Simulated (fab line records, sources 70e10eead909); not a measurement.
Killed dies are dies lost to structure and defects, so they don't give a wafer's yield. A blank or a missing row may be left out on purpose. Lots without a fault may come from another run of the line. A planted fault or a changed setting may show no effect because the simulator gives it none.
fab line records | flow nand_harc
record lots=11 wafers=33 last_day=24
route steps=1159 shown A_BONDPAD@1072 END@1159
lots that met no fault: from a run of the same line without faults
start_h: hours from the record's first day to the start of the lot's first wafer shown | wait_h: hours since the lot's step before | " the same as in the row above | L1.1+2: a row that stands for several wafers | - no value, or no start given | * or withheld: withheld | < > ~ a bound
route shown NAME@n: a module of which the file shows steps, and the number in the route of the first | usual: mean/standard deviation of fault-free wafers | same: alike in all rows | chamber/n: place in a boat | sites: the reading at each site | _std_site: their standard deviation | _edge_site: outer sites' mean less inner sites' | radius_mm: how far each site lies from the wafer's centre | mask NAME#n: copy n | behind: the tool/chamber that last shaped the wafer | hold: why the lot was held/for how many hours/how that ended | device: the transistor (n, p or np) that didn't switch | end of line: the same wafers' tests at the end of the route | a step without rows: its recipe alone | killed: dies lost to structure and defects at the first sort, not the wafer's yield | map: a wafer's dies, x killed, . not, _ none there
set.NAME: the setting as run; set.NAME@STEP: as run at that earlier step | model.NAME: the simulator's own value behind a step, which no gauge read
steps of the route over a sample of lots; a table a step, a row a wafer
services: from which hour (start_h, from the record's first day; less than 0 if before it) a tool's chamber was out of use, for how many hours, and why
## steps
# step NHARC_A_BONDPAD_CD_MEAS_09
# recipe target_cd_nm=500 landing_energy_ev=500
# usual cd_nm=499.9/1.6
# columns lot.wafer tool chamber start_h wait_h cd_nm
L317.2 cd_sem-01 0 423.18 - 501.3
L317.3 " 0 " " 501.3
L317.5 " 0 " " 499.0
L320.2 cd_sem-03 0 425.08 - 498.5
L320.3 " 0 " " 497.7
L320.4 " 0 " " 494.4
L321.1 cd_sem-03 0 436.24 - 501.3
L321.2 " 0 " " 499.6
L321.3 " 0 " " 498.4
L322.2 cd_sem-02 0 457.69 - 499.5
L322.3 " 0 " " 501.4
L322.4 " 0 " " 500.0
L326.2 cd_sem-03 0 462.62 - 500.5
L326.3 " 0 " " 499.4
L326.4 " 0 " " 499.8
L325.2 cd_sem-01 0 463.38 - 501.4
L325.3 " 0 " " 498.8
L325.5 " 0 " " 499.1
L327.1 cd_sem-01 0 468.45 - 498.6
L327.2 " 0 " " 498.0
L327.6 " 0 " " 498.4
L328.2 cd_sem-02 0 473.45 - 500.0
L328.3 " 0 " " 500.7
L328.5 " 0 " " 501.0
L329.3 cd_sem-01 0 497.78 - 502.3
L329.5 " 0 " " 500.3
L329.6 " 0 " " 500.9
L339.2 cd_sem-03 0 544.30 - 500.7
L339.3 " 0 " " 500.8
L339.6 " 0 " " 502.0
L340.1 cd_sem-03 0 545.12 - 500.1
L340.2 " 0 " " 499.8
L340.4 " 0 " " 499.0
# step NHARC_A_BONDPAD_ETCH_34
# recipe target_depth_a=600 overetch_a=180 time_s=65.91 ion_energy_ev=200 n2_flow_sccm=150 h2_flow_sccm=150 ar_flow_sccm=0 rf_w=400 bias_w=150 chemistry=N2/H2
# usual chamber_pressure_mTorr=30.002/0.028 drypump_motor_current_A=5.6/0.38 oes_product_au=0.999/0.0072 rf_vpp_V=429.3/2.9 showerhead_plenum_p_Torr=2.00/0.095 throttle_valve_pct=14.171/0.01
# columns lot.wafer tool chamber start_h wait_h chamber_pressure_mTorr drypump_motor_current_A oes_product_au rf_hours_counter_h rf_vpp_V showerhead_plenum_p_Torr throttle_valve_pct
L317.2 rie_diel-09 3 423.48 0.1 30.010 5.5 1.012 5 425.9 1.90 14.152
L317.3 " 0 " " 29.989 5.8 1.003 5 429.5 2.00 14.175
L317.5 " 3 " " 30.002 5.5 1.009 - 424.6 1.90 14.160
L320.4 rie_diel-04 2 425.38 0.1 29.960 5.3 1.005 23 434.2 2.13 14.162
L320.3 " 3 " " 30.012 4.9 1.013 22 427.5 1.90 14.163
L320.2 " 0 " " 30.010 6.4 0.997 19 430.8 2.05 14.180
L321.3 rie_diel-04 0 436.55 0.1 29.989 6.4 0.996 21 429.7 2.05 14.159
L321.2 " 2 " " 30.043 5.3 1.006 26 434.2 2.13 14.152
L321.1 " 3 " " 30.016 4.9 1.008 25 426.4 1.90 14.179
L322.3 rie_diel-04 3 457.99 0.1 30.034 4.9 1.007 29 427.1 1.90 14.173
L322.2 " 0 " " 29.971 6.3 1.003 25 430.4 2.05 14.171
L322.4 " 2 " " 30.018 5.2 1.009 30 432.9 2.13 14.177
L326.3 rie_diel-09 1 462.92 0.1 29.961 5.9 0.998 1 434.4 2.14 14.163
L326.2 " 3 " " 29.956 5.4 1.006 1 426.5 1.90 14.162
L326.4 " 0 " " 29.976 5.8 1.004 1 428.6 2.00 14.178
L325.3 rie_diel-04 1 463.68 0.1 30.009 5.3 0.995 28 427.1 1.93 14.183
L325.2 " 3 " " 29.989 4.9 0.996 30 427.1 1.90 14.196
L325.5 " 1 " " 29.956 5.3 1.000 - 426.6 1.93 14.167
L327.1 rie_diel-09 0 468.74 0.1 29.988 5.8 0.987 1 431.3 2.00 14.171
L327.2 " 3 " " 30.011 5.5 1.006 1 427.5 1.90 14.169
L327.6 " 1 " " 30.004 5.9 1.010 - 433.3 2.14 14.154
L328.3 rie_diel-09 0 473.76 0.1 30.032 5.8 0.995 1 429.3 2.00 14.173
L328.2 " 2 " " 30.046 5.6 0.999 1 427.9 1.95 14.163
L328.5 " 1 " " 30.011 5.9 0.990 - 433.8 2.14 14.165
L329.3 rie_diel-09 1 498.07 0.1 30.004 6.0 0.991 2 432.3 2.14 14.168
L329.6 " 1 " " 30.026 5.9 0.997 - 433.6 2.14 14.177
L329.5 " 2 " " 29.987 5.6 0.996 - 426.5 1.94 14.166
L339.3 rie_diel-09 0 544.61 0.1 30.074 5.8 1.000 3 429.8 2.00 14.169
L339.2 " 1 " " 30.004 5.9 0.993 3 432.3 2.14 14.180
L339.6 " 3 " " 30.004 5.5 1.006 - 424.5 1.90 14.171
L340.1 rie_diel-09 2 545.42 0.1 29.981 5.6 0.995 3 428.2 1.94 14.179
L340.4 " 0 " " 29.972 5.8 1.002 4 430.7 2.00 14.167
L340.2 " 1 " " 29.992 5.9 0.993 3 433.6 2.14 14.170
# step NHARC_A_BONDPAD_STRIP_15
# recipe o2_flow_sccm=500 ar_flow_sccm=0 bias_w=0 chemistry=O2
# usual chamber_pressure_mTorr=60.00/0.048 drypump_motor_current_A=5.7/0.37 oes_product_au=0.999/0.0079 rf_vpp_V=57.5/0.91 showerhead_plenum_p_Torr=3.45/0.15 throttle_valve_pct=17.036/0.0089
# columns lot.wafer tool chamber start_h wait_h chamber_pressure_mTorr drypump_motor_current_A oes_product_au rf_hours_counter_h rf_vpp_V showerhead_plenum_p_Torr throttle_valve_pct
L317.2 rie_diel-02 0 423.80 0.1 60.04 5.7 1.007 36 56.0 3.30 17.036
L317.3 " 2 " " 59.97 5.3 0.984 37 57.2 3.45 17.050
L317.5 " 3 " " 59.96 6.4 0.992 - 56.8 3.29 17.027
L320.2 rie_diel-09 3 425.69 0.1 59.99 5.5 1.003 5 56.9 3.30 17.033
L320.4 " 1 " " 60.07 6.0 0.987 6 57.8 3.69 17.026
L320.3 " 2 " " 59.99 5.6 0.990 6 56.2 3.38 17.026
L321.2 rie_diel-04 2 436.88 0.1 59.98 5.3 1.010 26 58.8 3.68 17.046
L321.3 " 3 " " 60.04 4.9 1.004 25 58.0 3.31 17.037
L321.1 " 0 " " 60.06 6.4 0.998 21 56.9 3.55 17.042
L322.3 rie_diel-09 2 458.31 0.1 60.03 5.6 0.998 0 56.2 3.38 17.036
L322.2 " 0 " " 59.96 5.8 0.993 0 57.1 3.46 17.048
L322.4 " 1 " " 59.98 6.0 0.995 0 58.2 3.69 17.010
L326.3 rie_diel-02 2 463.23 0.1 59.94 5.3 0.994 53 58.8 3.44 17.051
L326.4 " 3 " " 60.02 6.4 1.008 53 56.6 3.28 17.029
L326.2 " 0 " " 59.93 5.7 1.010 51 57.5 3.29 17.045
L325.2 rie_diel-04 3 464.02 0.1 60.09 4.9 1.003 30 58.6 3.31 17.037
L325.3 " 1 " " 59.99 5.3 1.024 28 58.3 3.36 17.036
L325.5 " 3 " " 59.94 4.9 1.012 - 57.6 3.31 17.051
L327.2 rie_diel-09 2 469.05 0.1 59.93 5.6 0.996 1 57.4 3.38 17.021
L327.1 " 0 " " 59.99 5.8 0.987 1 58.0 3.46 17.049
L327.6 " 2 " " 60.01 5.6 0.993 - 57.9 3.38 17.029
L328.2 rie_diel-09 3 474.07 0.1 60.04 5.5 1.010 1 57.8 3.30 17.027
L328.3 " 0 " " 60.08 5.8 0.991 1 57.7 3.46 17.034
L328.5 " 3 " " 59.94 5.4 1.006 - 58.5 3.30 17.035
L329.3 rie_diel-09 3 498.40 0.1 60.01 5.5 0.995 2 56.0 3.30 17.021
L329.5 " 2 " " 59.95 5.6 0.994 - 58.3 3.38 17.041
L329.6 " 3 " " 60.01 5.5 0.993 - 57.8 3.30 17.020
L339.2 rie_diel-09 0 544.90 0.1 59.94 5.8 0.999 3 56.6 3.46 17.034
L339.3 " 3 " " 60.06 5.5 1.003 3 56.5 3.30 17.048
L339.6 " 1 " " 59.99 5.9 1.006 - 57.6 3.69 17.046
L340.1 rie_diel-09 2 545.72 0.1 59.96 5.6 0.997 3 56.4 3.38 17.049
L340.4 " 0 " " 59.98 5.8 0.997 4 57.3 3.46 17.022
L340.2 " 1 " " 59.98 5.9 0.990 4 58.8 3.69 17.023
# step NHARC_A_BONDPAD_ECD_18
# recipe target_thk_a=4000 bath_temp_c=25 material=Cu
# columns lot.wafer tool chamber start_h wait_h
L317.2+3+5 ecd_cu-02 0,0,1 424.93 -
L320.2+4+3 ecd_cu-02 1,1,0 426.66 -
L321.1+2+3 ecd_cu-02 0,1,1 437.84 -
L322.2+4+3 ecd_cu-01 1,0,1 459.26 -
L326.2+4+3 ecd_cu-01 1,0,1 464.22 -
L325.2+3+5 ecd_cu-01 0 464.93 -
L327.1+2+6 ecd_cu-01 1,0,0 469.96 -
L328.2+3+5 ecd_cu-02 1,1,0 474.98 -
L329.3+6+5 ecd_cu-01 1,0,1 499.44 -
L339.2+3+6 ecd_cu-02 1 545.83 -
L340.2+1+4 ecd_cu-02 0,1,1 546.63 -
# step NHARC_A_BONDPAD_THK_MEAS_20
# recipe thk_meas_gauge=xrf
# usual thk_nm=169.5/1.3
# columns lot.wafer tool chamber start_h wait_h thk_nm
L317.2 film_metro-02 - 425.96 - 168.8
L317.3 " - " " 169.4
L317.5 " - " " 171.3
L320.2 film_metro-01 - 427.71 - 169.1
L320.3 " - " " 167.2
L320.4 " - " " 168.5
L321.1 film_metro-02 - 438.89 - 169.9
L321.2 " - " " 169.6
L321.3 " - " " 168.3
L322.2 film_metro-02 - 460.26 - 168.5
L322.3 " - " " 168.5
L322.4 " - " " 169.2
L326.2 film_metro-01 - 465.21 - 169.8
L326.3 " - " " 169.8
L326.4 " - " " 170.3
L325.2 film_metro-02 - 465.98 - 168.0
L325.3 " - " " 168.4
L325.5 " - " " 169.8
L327.1 film_metro-02 - 470.99 - 167.8
L327.2 " - " " 169.6
L327.6 " - " " 168.8
L328.2 film_metro-02 - 476.05 - 169.3
L328.3 " - " " 170.1
L328.5 " - " " 169.0
L329.3 film_metro-02 - 500.34 - 171.4
L329.5 " - " " 170.5
L329.6 " - " " 122.8
L339.2 film_metro-01 - 546.88 - 172.1
L339.3 " - " " 168.7
L339.6 " - " " 170.9
L340.1 film_metro-02 - 547.68 - 170.0
L340.2 " - " " 171.9
L340.4 " - " " 171.0
# step NHARC_END_SORT_01
# recipe temp_c=25
# usual defect_limited_yield=95.0/1.7 killed_at_array=29/12 killed_at_other=0.7/1 killed_at_periphery=4/3.2 killed_dies=34/12 killed_open=3.4/2 killed_short=1.8/1.3 sort_bin_2_pct=1.6/0.7 sort_bin_3_pct=0.26/0.23 sort_bin_4_pct=3.1/1.1 sort_n_pass=643/12 sort_rim_yield_pct=96.4/2.6 sort_yield_pct=95.0/1.7
# same gross_dies=677 sort_bin_5_pct[%]=0 sort_bin_6_pct[%]=0 sort_bin_7_pct[%]=0 sort_bin_8_pct[%]=0 sort_rim_n_gross=106.00
# columns lot.wafer tool chamber start_h wait_h defect_limited_yield[%] killed_at_array killed_at_other killed_at_periphery killed_dies killed_open killed_short sort_bin_2_pct[%] sort_bin_3_pct[%] sort_bin_4_pct[%] sort_n_pass sort_rim_yield_pct[%] sort_yield_pct[%]
L329.3 prober-01 0 531.71 3.1 96.8 19 0 3 22 2 0 0.3 0 3.0 655 98.1 96.8
L329.5 prober-01 0 533.32 3.7 96.6 22 1 0 23 1 2 1.2 0.15 2.1 654 97.2 96.6
L329.6 prober-01 0 534.12 4.0 0 676 0 1 677 2 2 98.7 0.15 1.2 0 0 0
# killed by level:class
L329.3 A_STAIRCASE:chamber_film_flake=8 A_CHANNEL_HOLE_D1:chamber_film_flake=6 A_CONTACT:chamber_film_flake=4 P_ZERO_WELL:geometric_particle:open=1 A_WL_FILL:geometric_particle:open=1 P_CONTACT:chamber_film_flake=1 P_M2:chamber_film_flake=1
L329.5 A_STAIRCASE:chamber_film_flake=10 A_CHANNEL_HOLE_D1:chamber_film_flake=7 A_CONTACT:chamber_film_flake=3 A_M0:geometric_particle:short=1 A_M0:geometric_particle:open=1 STARTING-WAFER:geometric_particle:short=1
L329.6 A_BONDPAD:area_ecd=662 A_CHANNEL_HOLE_D1:chamber_film_flake=4 A_STAIRCASE:chamber_film_flake=4 A_CONTACT:geometric_particle:open=2 A_CONTACT:chamber_film_flake=2 P_GATE:geometric_particle:short=1 A_BLC:geometric_particle:short=1 A_SLIT:chamber_film_flake=1
## services
# columns tool chamber start_h hours kind
rie_diel-09 3 402.09 15.4 repair
rie_diel-09 0 410.10 - clean
rie_diel-09 1 410.10 - clean
rie_diel-09 2 410.10 - clean
rie_diel-04 2 411.88 3.5 repair
ecd_cu-01 - 424.15 6.5 repair
rie_diel-09 - 431.10 9.0 pm
rie_diel-09 0 431.10 9.0 vent_cycle
rie_diel-09 1 431.10 9.0 vent_cycle
rie_diel-09 2 431.10 9.0 vent_cycle
rie_diel-09 3 431.10 9.0 vent_cycle
rie_diel-04 1 435.79 1.6 repair
rie_diel-09 0 440.10 - clean
rie_diel-09 1 440.10 - clean
rie_diel-09 2 440.10 - clean
rie_diel-09 3 440.10 - clean
ecd_cu-01 - 448.12 8.0 pm
rie_diel-09 0 464.60 - clean
rie_diel-04 - 466.00 9.0 pm
rie_diel-04 - 479.07 0.4 repair
ecd_cu-01 - 497.42 0.6 repair
rie_diel-02 3 502.46 8.7 repair
rie_diel-02 - 505.11 9.0 pm
ecd_cu-02 - 532.00 8.0 pm
## key
first_sign step=NHARC_A_BONDPAD_THK_MEAS_20 reading=thk_nm direction=down sigmas=35 usual=169.5 struck=122.8
effect step=NHARC_END_SORT_01 reading=sort_bin_2_pct direction=up sigmas=99+ usual=1.6 struck=98.7
more_kills_born_at NHARC_A_BONDPAD_ECD_18@ecd_cu-01=662
met_at NHARC_A_BONDPAD_ECD_18
struck_lots L329
struck_wafers L329.6
later_rows_left_out L329.6
not_acting_at NHARC_A_BONDPAD_CD_MEAS_09,NHARC_A_BONDPAD_ETCH_34,NHARC_A_BONDPAD_STRIP_15
onset_between 469.96 499.44
fault kind=process_parameter_drift tool=ecd_cu-01 chamber=- onset_h=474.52 steps=NHARC_A_BONDPAD_ECD_18 channel=target_thk_a offset=* shape=step end_h=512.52 scope=struck_wafers_only acts_in=* stated=*
# later_rows_left_out: the simulator's readings of these wafers behind a module that went badly wrong aren't trusted and aren't shown, but for the sort
